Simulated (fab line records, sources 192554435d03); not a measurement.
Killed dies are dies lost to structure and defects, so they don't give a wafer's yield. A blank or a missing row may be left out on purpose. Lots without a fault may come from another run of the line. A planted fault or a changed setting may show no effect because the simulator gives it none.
Chamber matching | flow n5_finfet | N5_BEOL_M3_ALD_84 on ald_metal-01: 4 sister chambers
The step deposits TaN, pulse time 2 s, purge time 3 s, co reactant purge time 2 s. 22 wafers are shown with their chamber, then 11 later ones without.

WAFERS WITH THEIR CHAMBER
wafer  | chamber | heater_power_w (W)
L074.2 | 1       | 399
L074.3 | 2       | 428
L074.5 | 0       | 408
L077.2 | 3       | 463
L077.4 | 2       | 418
L077.5 | 2       | 422
L079.3 | 1       | 398
L079.4 | 0       | 407
L079.6 | 1       | 392
L082.1 | 2       | 425
L082.3 | 0       | 398
L082.4 | 1       | 400
L086.1 | 1       | 407
L086.2 | 0       | 411
L086.3 | 2       | 420
L086.4 | 3       | 453
L086.5 | 1       | 392
L086.6 | 2       | 433
L092.1 | 3       | 454
L092.2 | 2       | 423
L092.3 | 0       | 405
L092.4 | 1       | 395

SIGNATURES (means of the wafers above)
reading        | chamber 0 | chamber 1 | chamber 2 | chamber 3 | scatter within a chamber
heater_power_w | 405.80    | 397.57    | 424.14    | 456.67    | 5.14
Rule: a wafer's distance from a chamber is the root of the sum, over the readings, of the square of ((its reading less the chamber's mean) divided by the reading's scatter). The wafer belongs to the nearest chamber; if the next one is less than 2 further off, it can't be placed. The scatter: the root of (the sum of the squares of (reading less its chamber's mean) over the shown wafers, divided by (wafers less chambers)).

WAFERS WITHOUT THEIR CHAMBER
wafer  | heater_power_w (W)
L092.5 | 410
L092.6 | 457
L093.1 | 456
L093.2 | 406
L093.3 | 417
L093.4 | 400
L093.5 | 402
L093.6 | 379
L096.1 | 424
L096.5 | 410
L096.6 | 404

WHICH CHAMBER EACH WENT THROUGH
wafer  | from the rows above          | in truth
L092.5 | can't be placed: 0 or 1 or 2 | 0
L092.6 | 3                            | 3
L093.1 | 3                            | 3
L093.2 | can't be placed: 0 or 1      | 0
L093.3 | can't be placed: 2 or 0      | 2
L093.4 | can't be placed: 1 or 0      | 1
L093.5 | can't be placed: 0 or 1      | 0
L093.6 | can't be placed: 1 or 0      | 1
L096.1 | 2                            | 2
L096.5 | can't be placed: 0 or 1 or 2 | 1
L096.6 | can't be placed: 0 or 1      | 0
Placed correctly: 3 of 11. Can't be placed from these rows: 8 (the true chamber is among the candidates in 8). Placed wrongly: 0.
